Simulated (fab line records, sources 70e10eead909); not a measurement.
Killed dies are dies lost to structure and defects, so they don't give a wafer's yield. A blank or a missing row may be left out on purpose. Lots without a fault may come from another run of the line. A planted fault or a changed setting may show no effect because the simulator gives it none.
fab line records | flow nand_harc | part 2 of 2: steps 42 to 42 of 42
record lots=6 wafers=18 last_day=24
route steps=1159 shown A_M1@1048 A_BONDPAD@1059 END@1159
lots that met no fault: from a run of the same line without faults
start_h: hours from the record's first day to the start of the lot's first wafer shown | wait_h: hours since the lot's step before | " the same as in the row above | L1.1+2: a row that stands for several wafers | - no value, or no start given | * or withheld: withheld | < > ~ a bound
route shown NAME@n: a module of which the file shows steps, and the number in the route of the first | usual: mean/standard deviation of fault-free wafers | same: alike in all rows | chamber/n: place in a boat | sites: the reading at each site | _std_site: their standard deviation | _edge_site: outer sites' mean less inner sites' | radius_mm: how far each site lies from the wafer's centre | mask NAME#n: copy n | behind: the tool/chamber that last shaped the wafer | hold: why the lot was held/for how many hours/how that ended | device: the transistor (n, p or np) that didn't switch | end of line: the same wafers' tests at the end of the route | a step without rows: its recipe alone | killed: dies lost to structure and defects at the first sort, not the wafer's yield | map: a wafer's dies, x killed, . not, _ none there
set.NAME: the setting as run; set.NAME@STEP: as run at that earlier step | model.NAME: the simulator's own value behind a step, which no gauge read
lots at some steps of the route; a table a step, a row a wafer
services: from which hour (start_h, from the record's first day; less than 0 if before it) a tool's chamber was out of use, for how many hours, and why
## steps
# step NHARC_END_SORT_01
# recipe temp_c=25
# usual defect_limited_yield=95.4/1.4 killed_at_array=27/10 killed_at_other=0.6/1 killed_at_periphery=3.4/2.7 killed_dies=31/9.7 killed_open=3.4/1.7 killed_short=2.2/1.5 sort_bin_2_pct=1.4/0.57 sort_bin_3_pct=0.25/0.23 sort_bin_4_pct=3.0/0.94 sort_n_pass=646/9.7 sort_rim_yield_pct=95.3/3 sort_yield_pct=95.4/1.4
# same gross_dies=677 sort_bin_5_pct[%]=0 sort_bin_6_pct[%]=0 sort_bin_7_pct[%]=0 sort_bin_8_pct[%]=0 sort_rim_n_gross=106.00
# columns lot.wafer tool chamber start_h wait_h defect_limited_yield[%] killed_at_array killed_at_other killed_at_periphery killed_dies killed_open killed_short sort_bin_2_pct[%] sort_bin_3_pct[%] sort_bin_4_pct[%] sort_n_pass sort_rim_yield_pct[%] sort_yield_pct[%]
L500.1 prober-02 0 466.11 2.5 94.7 27 1 8 36 7 3 1.2 0 4.1 641 94.3 94.7
L500.5 prober-02 0 469.32 3.7 95.3 29 0 3 32 3 1 1.5 0.15 3.1 645 99.1 95.3
L500.6 prober-02 0 470.13 4.0 96.5 18 0 6 24 2 2 1.2 0.15 2.2 653 96.2 96.5
L504.3 prober-02 0 495.64 3.1 22.9 519 0 3 522 4 1 31.9 6.35 38.8 155 19.8 22.9
L504.5 prober-02 0 497.21 3.7 22.6 521 1 2 524 2 1 33.4 7.83 36.2 153 16.0 22.6
L504.6 prober-02 0 498.00 3.9 24.7 508 1 1 510 2 0 31.9 5.02 38.4 167 30.2 24.7
L508.3 prober-02 0 504.43 3.1 19.9 540 1 1 542 2 3 29.8 8.57 41.7 135 19.8 19.9
L508.5 prober-02 0 506.04 3.7 25.1 506 0 1 507 1 1 32.5 6.20 36.2 170 17.9 25.1
L508.6 prober-02 0 506.85 4.0 22.5 524 0 1 525 1 1 33.7 7.24 36.6 152 26.4 22.5
L511.1 prober-02 0 540.66 2.5 96.6 22 0 1 23 1 1 1.0 0.15 2.2 654 99.1 96.6
L511.2 prober-02 0 541.46 2.8 96.0 24 1 2 27 3 1 0.9 0.30 2.8 650 96.2 96.0
L511.4 prober-02 0 543.07 3.4 94.8 31 3 1 35 2 2 1.5 0.59 3.1 642 97.2 94.8
L513.3 prober-01 0 556.53 3.1 93.9 39 1 1 41 6 1 1.3 0.74 4.0 636 86.8 93.9
L513.4 prober-01 0 557.34 3.4 93.4 44 1 0 45 4 4 2.1 0.30 4.3 632 97.2 93.4
L513.5 prober-01 0 558.15 3.7 94.2 36 1 2 39 3 5 2.5 0.59 2.7 638 88.7 94.2
L516.2 prober-01 0 579.24 2.8 95.1 31 0 2 33 4 3 1.0 0.44 3.4 644 93.4 95.1
L516.3 prober-01 0 580.05 3.1 94.2 32 0 7 39 3 3 2.1 0 3.7 638 97.2 94.2
L516.5 prober-01 0 581.67 3.7 96.2 17 1 8 26 2 5 1.3 0 2.5 651 99.1 96.2
# killed by level:class
L500.1 A_CHANNEL_HOLE_D1:chamber_film_flake=13 A_ONON_D1:geometric_particle:open=3 P_ZERO_WELL:chamber_film_flake=3 P_CONTACT:geometric_particle:open=2 A_ONON_D1:geometric_particle:short=2 A_CHANNEL_FILL_D1:chamber_film_flake=2 A_STAIRCASE:chamber_film_flake=2 P_M0:geometric_particle:short=1
L500.5 A_CHANNEL_HOLE_D1:chamber_film_flake=20 A_STAIRCASE:chamber_film_flake=4 P_ZERO_WELL:chamber_film_flake=3 A_WL_FILL:geometric_particle:open=2 A_CONTACT:geometric_particle:open=1 A_M0:geometric_particle:short=1 A_CHANNEL_FILL_D1:chamber_film_flake=1
L500.6 A_CHANNEL_HOLE_D1:chamber_film_flake=13 P_ZERO_WELL:chamber_film_flake=3 A_STAIRCASE:chamber_film_flake=2 P_STI:geometric_particle:short=1 P_GATE:geometric_particle:short=1 A_CONTACT:geometric_particle:open=1 A_BLC:geometric_particle:open=1 P_STI:chamber_film_flake=1
L504.3 A_BONDPAD:unspecified=506 A_CHANNEL_HOLE_D1:chamber_film_flake=9 P_CONTACT:geometric_particle:open=2 A_CONTACT:geometric_particle:open=2 A_M1:geometric_particle:short=1 P_M0:chamber_film_flake=1 A_CONTACT:chamber_film_flake=1
L504.5 A_BONDPAD:unspecified=505 A_CHANNEL_HOLE_D1:chamber_film_flake=12 P_M0:geometric_particle:open=1 A_CHANNEL_FILL_D1:geometric_particle:open=1 A_M0:geometric_particle:short=1 P_GATE:chamber_film_flake=1 A_STAIRCASE:chamber_film_flake=1 A_WL_FILL:chamber_film_flake=1
L504.6 A_BONDPAD:unspecified=489 A_CHANNEL_HOLE_D1:chamber_film_flake=10 A_CONTACT:chamber_film_flake=3 A_WL_FILL:chamber_film_flake=2 A_WL_FILL:geometric_particle:open=1 A_CONTACT:geometric_particle:open=1 P_GATE:chamber_film_flake=1 A_ZERO_WELL:chamber_film_flake=1
L508.3 A_BONDPAD:unspecified=528 A_CHANNEL_HOLE_D1:chamber_film_flake=3 A_STAIRCASE:chamber_film_flake=2 A_CONTACT:chamber_film_flake=2 P_M0:geometric_particle:open=1 A_SOURCE_PLATE:geometric_particle:short=1 A_ONON_D1:geometric_particle:short=1 A_CHANNEL_HOLE_D1:geometric_particle:open=1
L508.5 A_BONDPAD:unspecified=498 A_STAIRCASE:chamber_film_flake=3 A_SLIT:chamber_film_flake=3 P_M0:geometric_particle:short=1 A_BLC:geometric_particle:open=1 A_CHANNEL_HOLE_D1:chamber_film_flake=1
L508.6 A_BONDPAD:unspecified=513 A_SLIT:chamber_film_flake=3 A_CONTACT:chamber_film_flake=3 A_STAIRCASE:chamber_film_flake=2 A_ONON_D1:geometric_particle:open=1 A_WL_FILL:geometric_particle:short=1 P_ZERO_WELL:chamber_film_flake=1 A_CHANNEL_HOLE_D1:chamber_film_flake=1
L511.1 A_CHANNEL_HOLE_D1:chamber_film_flake=11 A_M1:chamber_film_flake=3 A_WL_FILL:chamber_film_flake=2 A_CONTACT:chamber_film_flake=2 A_BLC:chamber_film_flake=2 A_ONON_D1:geometric_particle:open=1 A_M0:geometric_particle:short=1 P_GATE:chamber_film_flake=1
L511.2 A_CHANNEL_HOLE_D1:chamber_film_flake=17 A_CONTACT:chamber_film_flake=6 P_CONTACT:geometric_particle:open=2 A_ONON_D1:geometric_particle:open=1 STARTING-WAFER:geometric_particle:short=1
L511.4 A_CHANNEL_HOLE_D1:chamber_film_flake=16 A_CONTACT:chamber_film_flake=6 A_STAIRCASE:chamber_film_flake=4 THIN_TSV:chamber_film_flake=3 P_CONTACT:geometric_particle:open=1 A_ONON_D1:geometric_particle:open=1 A_CHANNEL_HOLE_D1:geometric_particle:short=1 A_BLC:geometric_particle:short=1
L513.3 A_CHANNEL_HOLE_D1:chamber_film_flake=20 A_SLIT:chamber_film_flake=11 A_CONTACT:geometric_particle:open=4 P_M0:geometric_particle:open=1 A_WL_FILL:geometric_particle:short=1 A_M0:geometric_particle:open=1 A_SGD_CUT:chamber_film_flake=1 A_CONTACT:chamber_film_flake=1
L513.4 A_SLIT:chamber_film_flake=15 A_CHANNEL_HOLE_D1:chamber_film_flake=14 A_SGD_CUT:chamber_film_flake=6 A_CONTACT:geometric_particle:open=2 A_ONON_D1:geometric_particle:short=1 A_CHANNEL_FILL_D1:geometric_particle:short=1 A_WL_FILL:geometric_particle:open=1 A_CONTACT:geometric_particle:short=1
L513.5 A_CHANNEL_HOLE_D1:chamber_film_flake=15 A_SLIT:chamber_film_flake=8 A_SGD_CUT:chamber_film_flake=3 A_STAIRCASE:chamber_film_flake=2 P_M0:geometric_particle:short=1 P_M2:geometric_particle:short=1 A_ONON_D1:geometric_particle:open=1 A_CHANNEL_FILL_D1:geometric_particle:short=1
L516.2 A_CHANNEL_HOLE_D1:chamber_film_flake=9 A_CONTACT:chamber_film_flake=7 A_STAIRCASE:chamber_film_flake=6 A_CHANNEL_FILL_D1:geometric_particle:open=2 A_ONON_D1:geometric_particle:short=1 A_CHANNEL_HOLE_D1:geometric_particle:short=1 A_CHANNEL_HOLE_D1:geometric_particle:open=1 A_CHANNEL_FILL_D1:geometric_particle:short=1
L516.3 A_CONTACT:chamber_film_flake=12 A_CHANNEL_HOLE_D1:chamber_film_flake=9 P_ZERO_WELL:chamber_film_flake=4 P_GATE:chamber_film_flake=2 A_STAIRCASE:chamber_film_flake=2 A_BONDPAD:chamber_film_flake=2 A_M0:geometric_particle:short=1 A_ONON_D1:geometric_particle:short=1
L516.5 A_CHANNEL_HOLE_D1:chamber_film_flake=5 P_ZERO_WELL:chamber_film_flake=4 A_CONTACT:chamber_film_flake=4 A_STAIRCASE:chamber_film_flake=3 P_CONTACT:geometric_particle:short=1 P_M0:geometric_particle:short=1 A_CHANNEL_FILL_D1:geometric_particle:short=1 A_CONTACT:geometric_particle:open=1
# map L504.5 (x killed, . not)
____________x____________
_________xxx.xxx_________
_______xxxx.xxxx.x_______
______x..xxx...xxxx______
_____xxxx.x..xxxxxxx_____
____.xxxxxxxxxxxxxxx.____
____xxxxxxxxxxxxxxxxx____
___xxx.x..x..xxxxxx.xx___
___x.xxx.xxxxx..x.xxxx___
__xxxxxxxxxxxxx.x.xxxxx__
__xxxxx.xxxxxx.xxxx.x.x__
_x.xxxxxxxxxx.xx.xxxxxxx_
_xx.xxxxxx.xx.xx..xxx.xx_
_xxxxxx.x.x..xxxx.xxx..x_
_.xxxxx.xxxxxxxxxxx.xxx._
_xxxxxxxx.xxx.xxxxxx.xxx_
.xxx.xx.xxxx.xxx..xxxxxxx
.xxxxxx.x.xxxxxxx..x.xx.x
xx.xx.xxxxxxxxxxxxxxxx.xx
x..x.x..xxxx.xx..xxxxx.xx
x..x.x.xx.xxx.xxxx.x..xx.
_xxxxxx.xxxxx.x......xxx_
_xxx.xxx.x.x.x..xx.xxxxx_
_xxxxxxxxx.x.xxx.xx...xx_
_xxxxxxx..xxxx..xx.xxxx._
_xx.xxx..x.xxx..xxxxxxxx_
__.x.x.xxx.xxxx...xxxxx__
__xxxxxxxxxx.x.xxxxxxxx__
___x.xxxxx.xxxxxxxxx.x___
___xxxx.xxxxxxxxxxxxx.___
____x.xxxxxx.x..xxxxx____
____xxx.xx..xxxx..xxx____
_____xx.xxxxxx.x.xxx_____
______x.xxx.xx.xxxx______
_______xxxx.xxxxxx_______
_________xxxxxx._________
____________.____________
# map L508.3 (x killed, . not)
____________x____________
_________x.xxxxx_________
_______xxx.xxxxx.x_______
______.x.xxxx.xxxxx______
_____xxxxx.xx.xxxxxx_____
____x.xxx.xxxx.x.xxxx____
____xx..xxxxxxxxx.xxx____
___xx.xx.xx.xx.xxxx...___
___xx.xxxxxxx..xx.xxx.___
__.xxx.xxxxxxxxxx.xxxxx__
__xx.xxxx.xxx.xxxxx.xx.__
_.xxxxxx.xxxxx.xx.xxxx.x_
_xx.xxxxxxx.x..xxxxxx.xx_
_..xxxxxxxxx..xxx.xxxxxx_
_xxxxxxxx...xx....xx.xxx_
_xx..xxx..xxxxxxxxxxxxxx_
xxxx.xxxxxxxxxxxxxxx.xxxx
xxx.xx...xxxxxxxx..xxxxxx
xxx.xxxx....xxxxxxxxxxxxx
xxxxxxxxxxxxxxxx.xxxxxx.x
xxxxxxxxxxxxxxx.xxx.xxxx.
_xxxxx.xxxx.xxxxxxxxxxxx_
_xx.xxxxx.xx.xxxxxxxxxxx_
_.xx.xxxxxx.x.x.xxx.xxxx_
_xx.x.xxxxxxx.xxxxxx..xx_
_xxxxxxx.xxxx.xxxxxx.xx._
__xxxxx.x.xxxxxxxxxxx..__
__xx.xxxxxx...xxx.xxxxx__
___xxx.xxx....xxxxxx.x___
___..xx.xxxxxxxxx.xx.x___
____xxxxxxxx.xx.x.x.x____
____xxxxxxxxx.x.xxxxx____
_____xxxxxxxx.xxxxx._____
______xxxxxxx.x.xx.______
_______xxxxx.xx.xx_______
_________.xxxxx._________
____________x____________
## services
# columns tool chamber start_h hours kind
cmp-02 - 399.22 1.4 repair
pvd_sputter-03 - 408.89 3.2 repair
rie_diel-10 0 411.53 - clean
rie_diel-10 1 411.53 - clean
cmp-04 - 414.31 3.6 repair
cmp-02 - 423.52 4.0 pm
pvd_sputter-03 - 428.79 1.3 repair
pvd_sputter-01 - 433.13 3.4 repair
rie_diel-05 3 433.93 4.6 repair
cmp-01 - 440.55 3.1 repair
cmp-02 - 450.43 0.4 repair
pvd_sputter-01 - 450.94 5.8 repair
cmp-03 - 451.15 4.0 pm
pvd_sputter-03 - 458.00 10.0 pm
cmp-01 - 473.57 4.0 pm
pvd_sputter-03 - 494.36 1.8 repair
cmp-04 - 497.00 4.0 pm
rie_diel-05 3 497.47 16.2 repair
pvd_sputter-01 - 514.05 10.0 pm
rie_diel-05 - 517.74 9.0 pm
cmp-02 - 521.52 4.0 pm
pvd_sputter-03 - 528.21 18.2 repair
cmp-03 - 529.62 7.4 repair
rie_diel-10 - 530.50 9.0 pm
## key
first_sign step=NHARC_END_SORT_01 reading=defect_limited_yield direction=down sigmas=51 usual=95.4 struck=22.9
effect step=NHARC_END_SORT_01 reading=killed_dies direction=up sigmas=51 usual=31 struck=522
more_kills_born_at NHARC_A_BONDPAD_CMP_29@cmp-01=3039
met_at NHARC_A_BONDPAD_CMP_29
struck_wafers L504.3,L504.5,L504.6,L508.3,L508.5,L508.6
onset_between 425.87 463.28
fault kind=chamber_particle_source tool=cmp-01 chamber=- onset_h=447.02 steps=NHARC_A_BONDPAD_CMP_29 rate_per_visit_cm2=1.5176 end_h=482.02
